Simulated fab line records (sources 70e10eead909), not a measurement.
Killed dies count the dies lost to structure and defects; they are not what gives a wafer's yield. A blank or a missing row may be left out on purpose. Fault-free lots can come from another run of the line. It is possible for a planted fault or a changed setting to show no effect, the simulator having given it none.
fab line records -- flow nand-harc
record lots=13, wafers=39, last-day=25
route steps=1159 shown P_BONDPAD@353 A_ZERO_WELL@405 A_ONON_D1@424 END@1159
lots untouched by any fault: they come from a run of this same line in which no faults occurred
start-h: hours from the record's opening day to when the first of the lot's shown wafers began -- wait-h: how many hours have passed since the lot's step before this one -- " as in the row above -- L1.1+2: several wafers, shown together as one row -- - no value, or no start was given -- * or withheld: withheld -- < > ~ a bound
route shown NAME@n: names a module that has steps shown in the file, with the first one's number in the route -- usual: the fault-free wafers' mean and standard deviation -- same: alike in all rows -- chamber/n: place in a boat -- sites: each site's reading -- _std_site: their standard deviation -- _edge_site: mean of outer sites minus mean of inner sites -- radius-mm: how far each site lies from the wafer's centre -- mask NAME#n: copy n -- behind: the last tool/chamber to shape the wafer -- hold: why the lot went on hold/how many hours it stayed there/how the hold came to an end -- device: whichever transistor did not switch (one of n, p or np) -- end of line: the route-end tests of the same wafers -- step lacking rows: just its recipe -- killed: at the first sort, the dies lost to defects and structure; wafer yield is something else -- map: dies across one wafer; x = killed, . = not, _ = none there
set.NAME: the run value of the setting; set.NAME@STEP: its run value at that earlier step -- model.NAME: the simulator's own value behind a step, which no gauge read
the route's steps for a sample of lots (tables are steps, rows are wafers)
services: a tool's chamber out of use, with start hour (start-h, from the record's first day; less than 0 if before it), hours out, and reason
## steps
# step NHARC_P_BONDPAD_THK_MEAS_33
# recipe thk-meas-gauge=ellipsometry
# usual thk-nm=200.4/1.6
lot.wafer,tool,chamber,start-h,wait-h,thk-nm
L247.2,film-metro-02,-,140.83,0.2,199.0
L247.4,film-metro-02,-,140.83,0.2,201.5
L247.5,film-metro-02,-,140.83,0.2,198.6
L249.1,film-metro-02,-,145.01,0.2,198.8
L249.4,film-metro-02,-,145.01,0.2,200.1
L249.5,film-metro-02,-,145.01,0.2,200.8
L251.1,film-metro-01,-,149.68,0.2,200.8
L251.4,film-metro-01,-,149.68,0.2,200.0
L251.5,film-metro-01,-,149.68,0.2,201.4
L252.2,film-metro-01,-,165.14,0.2,198.6
L252.5,film-metro-01,-,165.14,0.2,203.0
L252.6,film-metro-01,-,165.14,0.2,198.3
L254.1,film-metro-02,-,179.32,0.1,201.1
L254.2,film-metro-02,-,179.32,0.1,199.5
L254.6,film-metro-02,-,179.32,0.1,200.2
L255.3,film-metro-02,-,183.48,0.2,202.6
L255.4,film-metro-02,-,183.48,0.2,198.3
L255.5,film-metro-02,-,183.48,0.2,203.6
L256.1,film-metro-01,-,184.64,0.2,201.4
L256.3,film-metro-01,-,184.64,0.2,199.8
L256.4,film-metro-01,-,184.64,0.2,200.8
L259.2,film-metro-02,-,202.80,0.2,199.1
L259.4,film-metro-02,-,202.80,0.2,198.7
L259.5,film-metro-02,-,202.80,0.2,199.1
L260.1,film-metro-01,-,203.09,0.2,199.9
L260.3,film-metro-01,-,203.09,0.2,200.5
L260.6,film-metro-01,-,203.09,0.2,199.4
L261.3,film-metro-02,-,223.50,0.2,200.3
L261.5,film-metro-02,-,223.50,0.2,199.3
L261.6,film-metro-02,-,223.50,0.2,200.3
L262.1,film-metro-01,-,227.91,0.2,197.4
L262.4,film-metro-01,-,227.91,0.2,200.8
L262.5,film-metro-01,-,227.91,0.2,200.1
L269.1,film-metro-01,-,263.66,0.2,201.8
L269.2,film-metro-01,-,263.66,0.2,198.9
L269.6,film-metro-01,-,263.66,0.2,198.0
L268.2,film-metro-02,-,269.68,0.2,199.3
L268.4,film-metro-02,-,269.68,0.2,200.8
L268.5,film-metro-02,-,269.68,0.2,201.0
# step NHARC_P_BONDPAD_ANNEAL_28
# recipe temp-c=225, time-s=90
# usual wafer_temp_C_max=225.9/0.31
lot.wafer,tool,chamber,start-h,wait-h,wafer_temp_C_max
L247.2,rtp-anneal-01,0,143.32,0.3,226.3
L247.4,rtp-anneal-01,0,143.32,0.3,225.9
L247.5,rtp-anneal-01,0,143.32,0.3,226.5
L249.1,rtp-anneal-02,0,147.43,0.3,225.7
L249.4,rtp-anneal-02,0,147.43,0.3,225.5
L249.5,rtp-anneal-02,0,147.43,0.3,225.5
L251.1,rtp-anneal-01,0,152.22,-,225.8
L251.4,rtp-anneal-01,0,152.22,-,226.1
L251.5,rtp-anneal-01,0,152.22,-,226.1
L252.2,rtp-anneal-02,0,167.78,-,225.6
L252.5,rtp-anneal-02,0,167.78,-,225.5
L252.6,rtp-anneal-02,0,167.78,-,225.8
L254.1,rtp-anneal-01,0,182.29,0.3,225.9
L254.2,rtp-anneal-01,0,182.29,0.3,225.5
L254.6,rtp-anneal-01,0,182.29,0.3,225.6
L255.3,rtp-anneal-02,0,186.15,-,225.9
L255.4,rtp-anneal-02,0,186.15,-,225.7
L255.5,rtp-anneal-02,0,186.15,-,225.6
L256.1,rtp-anneal-01,0,187.20,0.3,225.9
L256.3,rtp-anneal-01,0,187.20,0.3,226.3
L256.4,rtp-anneal-01,0,187.20,0.3,226.1
L259.2,rtp-anneal-01,0,205.76,0.4,226.1
L259.4,rtp-anneal-01,0,205.76,0.4,225.9
L259.5,rtp-anneal-01,0,205.76,0.4,226.0
L260.1,rtp-anneal-02,0,205.96,0.6,225.6
L260.3,rtp-anneal-02,0,205.96,0.6,225.8
L260.6,rtp-anneal-02,0,205.96,0.6,225.4
L261.3,rtp-anneal-02,0,225.94,0.3,225.8
L261.5,rtp-anneal-02,0,225.94,0.3,225.6
L261.6,rtp-anneal-02,0,225.94,0.3,225.8
L262.1,rtp-anneal-02,0,230.41,-,225.6
L262.4,rtp-anneal-02,0,230.41,-,225.6
L262.5,rtp-anneal-02,0,230.41,-,225.9
L269.1,rtp-anneal-01,0,265.99,-,225.8
L269.2,rtp-anneal-01,0,265.99,-,226.1
L269.6,rtp-anneal-01,0,265.99,-,226.2
L268.2,rtp-anneal-01,0,272.23,0.3,226.4
L268.4,rtp-anneal-01,0,272.23,0.3,226.3
L268.5,rtp-anneal-01,0,272.23,0.3,225.6
# step NHARC_A_ZERO_WELL_ETCH_13
# recipe target-depth-a=1200, time-s=40.1, hbr-flow-sccm=150, cl2-flow-sccm=50, rf-w=400, icp-w=400, bias-w=100, chemistry=HBr/Cl2
# usual drypump-motor-current-A=5.9/0.55, hbr-flow-sccm=149.9/0.45, oes-product-au=1.001/0.0096, throttle-valve-pct=26.405/0.0092
lot.wafer,tool,chamber,start-h,wait-h,drypump-motor-current-A,hbr-flow-sccm,oes-product-au,rf-hours-counter-h,throttle-valve-pct
L247.2,rie-si-04,2,145.73,-,5.7,149.7,1.001,0.3,26.405
L247.4,rie-si-04,1,145.73,-,4.8,150.1,0.991,0.2,26.405
L247.5,rie-si-04,3,145.73,-,5.5,149.3,0.994,-,26.390
L249.4,rie-si-01,1,149.86,-,6.4,149.4,1.001,0.1,26.407
L249.1,rie-si-01,2,149.86,-,5.6,150.4,1.004,0.1,26.413
L249.5,rie-si-01,0,149.86,-,6.6,150.6,0.999,-,26.404
L251.1,rie-si-01,2,154.68,-,5.6,149.7,0.994,0.1,26.414
L251.4,rie-si-01,0,154.68,-,6.7,149.8,1.012,0.1,26.405
L251.5,rie-si-01,2,154.68,-,5.6,149.5,0.997,-,26.401
L252.2,rie-si-01,1,170.34,-,6.4,150.0,1.007,0.2,26.412
L252.6,rie-si-01,3,170.34,-,6.4,150.0,0.996,-,26.412
L252.5,rie-si-01,0,170.34,-,6.7,150.1,1.021,-,26.401
L254.2,rie-si-01,1,184.87,-,6.4,150.2,1.009,0.3,26.399
L254.1,rie-si-01,2,184.87,-,5.6,150.0,1.007,0.3,26.409
L254.6,rie-si-01,0,184.87,-,6.7,149.6,1.018,-,26.403
L255.3,rie-si-02,3,188.52,-,5.6,149.5,0.992,1.1,26.386
L255.4,rie-si-02,0,188.52,-,5.0,149.2,0.993,1.2,26.383
L255.5,rie-si-02,3,188.52,-,5.6,150.0,0.987,-,26.415
L256.1,rie-si-01,3,189.65,-,6.4,150.5,0.988,0.2,26.403
L256.4,rie-si-01,0,189.65,-,6.7,149.6,1.004,0.3,26.389
L256.3,rie-si-01,1,189.65,-,6.4,149.0,1.003,0.4,26.419
L259.2,rie-si-04,3,208.34,-,5.5,149.4,0.985,0.8,26.411
L259.4,rie-si-04,1,208.34,-,4.8,149.8,0.988,0.6,26.408
L259.5,rie-si-04,0,208.34,-,6.1,149.2,1.000,-,26.402
L260.1,rie-si-02,2,208.50,-,5.7,150.0,0.992,1.3,26.404
L260.3,rie-si-02,0,208.50,-,5.0,149.6,0.987,1.3,26.409
L260.6,rie-si-02,2,208.50,-,5.7,150.0,0.987,-,26.405
L261.3,rie-si-01,0,228.42,-,6.7,149.7,1.010,0.6,26.390
L261.5,rie-si-01,0,228.42,-,6.7,150.5,1.006,-,26.403
L261.6,rie-si-01,1,228.42,-,6.4,149.6,0.998,-,26.411
L262.4,rie-si-02,1,233.03,-,5.6,149.8,0.995,0.1,26.395
L262.1,rie-si-02,2,233.03,-,5.7,149.7,0.998,0.1,26.401
L262.5,rie-si-02,0,233.03,-,5.0,149.7,1.009,-,26.381
L269.1,rie-si-02,3,268.55,-,5.6,150.0,1.007,0.3,26.394
L269.2,rie-si-02,0,268.55,-,5.0,150.9,1.002,0.3,26.401
L269.6,rie-si-02,1,268.55,-,5.6,150.4,1.005,-,26.406
L268.4,rie-si-04,1,274.75,-,4.8,148.8,0.998,1.1,26.400
L268.2,rie-si-04,2,274.75,-,5.7,150.4,1.004,1.1,26.396
L268.5,rie-si-04,0,274.75,-,6.1,149.6,1.011,-,26.420
# step NHARC_A_ONON_D1_DEP_00
# recipe target-thk-a=10000, n2-flow-sccm=2750, n2o-flow-sccm=2000, nh3-flow-sccm=500, sih4-flow-sccm=210, temp-c=400
lot.wafer,tool,chamber,start-h,wait-h
L247.2+4+5,pecvd-onon-02,0,170.20,0.1
L251.1+4+5,pecvd-onon-03,0,173.78,0.1
L249.1+4+5,pecvd-onon-01,0,173.80,0.1
L252.2+5+6,pecvd-onon-03,0,192.20,0.1
L254.1+2+6,pecvd-onon-02,0,206.58,0.1
L256.1+3+4,pecvd-onon-02,0,211.05,0.1
L255.3+4+5,pecvd-onon-01,0,211.16,0.2
L260.1+3+6,pecvd-onon-03,0,230.51,0.1
L259.2+4+5,pecvd-onon-01,0,230.54,0.1
L261.3+5+6,pecvd-onon-03,0,250.49,0.2
L262.1+4+5,pecvd-onon-02,0,254.42,0.1
L269.1+2+6,pecvd-onon-01,0,291.14,0.1
L268.2+4+5,pecvd-onon-01,0,301.13,0.1
# step NHARC_A_ONON_D1_THK_MEAS_02
# recipe thk-meas-gauge=ellipsometry
# usual thk-nm=999/8.4
lot.wafer,tool,chamber,start-h,wait-h,hold,thk-nm
L247.2,film-metro-02,-,170.65,-,-,1001
L247.4,film-metro-02,-,170.65,-,-,1002
L247.5,film-metro-02,-,170.65,-,-,1000
L251.1,film-metro-01,-,174.29,-,-,999
L251.4,film-metro-01,-,174.29,-,-,1002
L251.5,film-metro-01,-,174.29,-,-,1003
L249.1,film-metro-01,-,174.31,-,-,999
L249.4,film-metro-01,-,174.31,-,-,1000
L249.5,film-metro-01,-,174.31,-,-,999
L252.2,film-metro-02,-,192.66,-,-,1011
L252.5,film-metro-02,-,192.66,-,-,1011
L252.6,film-metro-02,-,192.66,-,-,1013
L254.1,film-metro-02,-,207.09,-,-,1007
L254.2,film-metro-02,-,207.09,-,-,1006
L254.6,film-metro-02,-,207.09,-,-,1007
L255.3,film-metro-02,-,211.55,-,-,1013
L255.4,film-metro-02,-,211.55,-,-,1010
L255.5,film-metro-02,-,211.55,-,-,1011
L256.1,film-metro-01,-,211.56,-,-,1011
L256.3,film-metro-01,-,211.56,-,-,1009
L256.4,film-metro-01,-,211.56,-,-,1010
L259.2,film-metro-01,-,230.99,-,-,1005
L259.4,film-metro-01,-,230.99,-,-,1007
L259.5,film-metro-01,-,230.99,-,-,1007
L260.1,film-metro-02,-,231.05,-,-,1007
L260.3,film-metro-02,-,231.05,-,-,1007
L260.6,film-metro-02,-,231.05,-,-,1006
L261.3,film-metro-02,-,250.89,-,-,997
L261.5,film-metro-02,-,250.89,-,-,997
L261.6,film-metro-02,-,250.89,-,-,995
L262.1,film-metro-01,-,254.93,-,await-dispo/0.2h/release,764
L262.4,film-metro-01,-,254.93,-,await-dispo/0.2h/release,762
L262.5,film-metro-01,-,254.93,-,await-dispo/0.2h/release,1006
L262.1,film-metro-01,-,255.10,0.2,-,762
L262.4,film-metro-01,-,255.10,0.2,-,762
L262.5,film-metro-01,-,255.10,0.2,-,1006
L269.1,film-metro-01,-,291.64,-,-,997
L269.2,film-metro-01,-,291.64,-,-,996
L269.6,film-metro-01,-,291.64,-,-,997
L268.2,film-metro-01,-,301.58,-,-,982
L268.4,film-metro-01,-,301.58,-,-,982
L268.5,film-metro-01,-,301.58,-,-,982
# step NHARC_END_SORT_01
# recipe temp-c=25
# usual killed-at-array=28/11, killed-at-other=0.7/1.1, killed-at-periphery=2.9/2, killed-dies=32/11, killed-open=3.2/1.8, killed-short=2.0/1.4
# same gross-dies=677
lot.wafer,tool,chamber,start-h,wait-h,hold,killed-at-array,killed-at-other,killed-at-periphery,killed-dies,killed-open,killed-short
L261.3,prober-01,0,518.67,3.1,-,35,0,4,39,2,2
L261.5,prober-01,0,520.26,3.7,-,43,0,2,45,1,3
L261.6,prober-01,0,521.06,4.0,-,34,0,3,37,4,0
L262.1,prober-02,0,534.01,2.5,await-dispo/5.2h/release,674,0,3,677,2,4
L262.4,prober-02,0,536.43,3.4,await-dispo/5.2h/release,672,2,3,677,3,2
L262.5,prober-02,0,537.24,3.7,await-dispo/5.2h/release,30,2,3,35,3,1
L268.2,prober-02,0,595.71,2.8,-,35,0,5,40,6,1
L268.4,prober-02,0,597.31,3.4,-,31,3,6,40,5,1
L268.5,prober-02,0,598.11,3.7,-,35,1,5,41,4,2
# killed by level:class
L261.3 A_CHANNEL_HOLE_D1:chamber-film-flake=15 A_SLIT:chamber-film-flake=11 A_CONTACT:chamber-film-flake=5 P_ZERO_WELL:chamber-film-flake=3 P_CONTACT:geometric-particle:open=1 A_ONON_D1:geometric-particle:short=1 A_M0:geometric-particle:open=1 A_M0:geometric-particle:short=1
L261.5 A_CHANNEL_HOLE_D1:chamber-film-flake=22 A_SLIT:chamber-film-flake=13 A_CONTACT:chamber-film-flake=3 A_STAIRCASE:chamber-film-flake=2 P_GATE:geometric-particle:short=1 P_CONTACT:geometric-particle:short=1 A_ONON_D1:geometric-particle:open=1 A_WL_FILL:geometric-particle:short=1
L261.6 A_CHANNEL_HOLE_D1:chamber-film-flake=17 A_SLIT:chamber-film-flake=9 A_CONTACT:chamber-film-flake=5 P_CONTACT:geometric-particle:open=1 P_M0:geometric-particle:open=1 A_CONTACT:geometric-particle:open=1 A_M0:geometric-particle:open=1 P_GATE:chamber-film-flake=1
L262.1 A_ONON_D1:area-dep=643 A_SLIT:chamber-film-flake=11 A_STAIRCASE:chamber-film-flake=7 A_CONTACT:chamber-film-flake=5 A_CHANNEL_HOLE_D1:chamber-film-flake=3 P_ZERO_WELL:chamber-film-flake=2 P_ZERO_WELL:geometric-particle:open=1 A_ONON_D1:geometric-particle:short=1
L262.4 A_ONON_D1:area-dep=643 A_SLIT:chamber-film-flake=16 A_CONTACT:geometric-particle:open=3 A_CONTACT:chamber-film-flake=3 P_ZERO_WELL:chamber-film-flake=2 A_CHANNEL_HOLE_D1:chamber-film-flake=2 A_STAIRCASE:chamber-film-flake=2 THIN_TSV:chamber-film-flake=2
L262.5 A_SLIT:chamber-film-flake=13 A_STAIRCASE:chamber-film-flake=7 A_CONTACT:chamber-film-flake=5 P_ZERO_WELL:chamber-film-flake=3 A_CHANNEL_HOLE_D1:chamber-film-flake=2 A_CHANNEL_FILL_D1:geometric-particle:open=1 A_CONTACT:geometric-particle:short=1 A_M0:geometric-particle:open=1
L268.2 A_SLIT:chamber-film-flake=15 P_M2:chamber-film-flake=3 A_CHANNEL_HOLE_D1:chamber-film-flake=3 A_CONTACT:chamber-film-flake=3 A_M0:chamber-film-flake=3 A_SGD_CUT:geometric-particle:open=2 A_CONTACT:geometric-particle:open=2 A_CHANNEL_HOLE_D1:unspecified=2
L268.4 A_SLIT:chamber-film-flake=16 A_CONTACT:chamber-film-flake=3 A_CHANNEL_HOLE_D1:chamber-film-flake=3 THIN_TSV:chamber-film-flake=3 P_CONTACT:geometric-particle:open=2 P_M2:chamber-film-flake=2 A_CHANNEL_FILL_D1:chamber-film-flake=2 A_STAIRCASE:chamber-film-flake=2
L268.5 A_SLIT:chamber-film-flake=20 P_M2:chamber-film-flake=3 A_STAIRCASE:chamber-film-flake=3 A_ONON_D1:geometric-particle:open=2 A_CONTACT:geometric-particle:open=2 A_CHANNEL_HOLE_D1:unspecified=2 A_CHANNEL_HOLE_D1:chamber-film-flake=2 A_CHANNEL_FILL_D1:chamber-film-flake=2
## services
tool,chamber,start-h,hours,kind
rie-si-01,-,127.00,9.0,pm
rie-si-01,0,127.00,9.0,vent-cycle
rie-si-01,1,127.00,9.0,vent-cycle
rie-si-01,2,127.00,9.0,vent-cycle
rie-si-01,3,127.00,9.0,vent-cycle
rie-si-01,0,136.00,-,clean
rie-si-01,1,136.00,-,clean
rie-si-01,2,136.00,-,clean
rie-si-01,3,136.00,-,clean
rie-si-02,1,139.51,5.7,repair
pecvd-onon-03,-,153.40,13.0,pm
rie-si-04,0,171.08,4.3,repair
rie-si-04,1,174.87,6.6,repair
pecvd-onon-01,-,195.00,13.0,pm
rie-si-02,-,211.00,9.0,pm
rie-si-02,0,211.00,9.0,vent-cycle
rie-si-02,1,211.00,9.0,vent-cycle
rie-si-02,2,211.00,9.0,vent-cycle
rie-si-02,3,211.00,9.0,vent-cycle
rie-si-04,-,276.00,9.0,pm
pecvd-onon-02,-,289.50,0.5,repair
pecvd-onon-02,-,292.62,13.0,pm
pecvd-onon-03,-,298.80,4.6,repair
rtp-anneal-02,-,300.00,12.0,pm
## key
first-sign step=NHARC_A_ONON_D1_THK_MEAS_02, reading=visit, direction=added
effect step=NHARC_A_ONON_D1_THK_MEAS_02, reading=thk-nm, direction=down, sigmas=28, usual=999, struck=763
effect step=NHARC_END_SORT_01, reading=killed-at-array, direction=up, sigmas=59, usual=28, struck=673
more-kills-born-at NHARC_A_ONON_D1_DEP_00@pecvd-onon-02=1286
met-at NHARC_A_ONON_D1_DEP_00
struck-lots L262
struck-wafers L262.1,L262.4
later-rows-left-out L262.1,L262.4
tester-left-out L262
not-acting-at NHARC_P_BONDPAD_THK_MEAS_33,NHARC_P_BONDPAD_ANNEAL_28,NHARC_A_ZERO_WELL_ETCH_13
onset-between 211.05 254.42
fault kind=process-parameter-drift, tool=pecvd-onon-02, chamber=-, onset-h=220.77, steps=NHARC_A_ONON_D1_DEP_00, channel=target-thk-a, offset=*, shape=step, end-h=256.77, scope=struck-wafers-only, acts-in=*, stated=*
# tester-left-out: of these lots the tester's yield and bins aren't shown, on N5 and GAA mostly nor the transistor test; their killed dies are dies lost to structure and defects alone, not to doping, threshold or leakage, so they don't give the yield
# later-rows-left-out: the simulator's readings of these wafers behind a module that went badly wrong aren't trusted and aren't shown, but for the sort
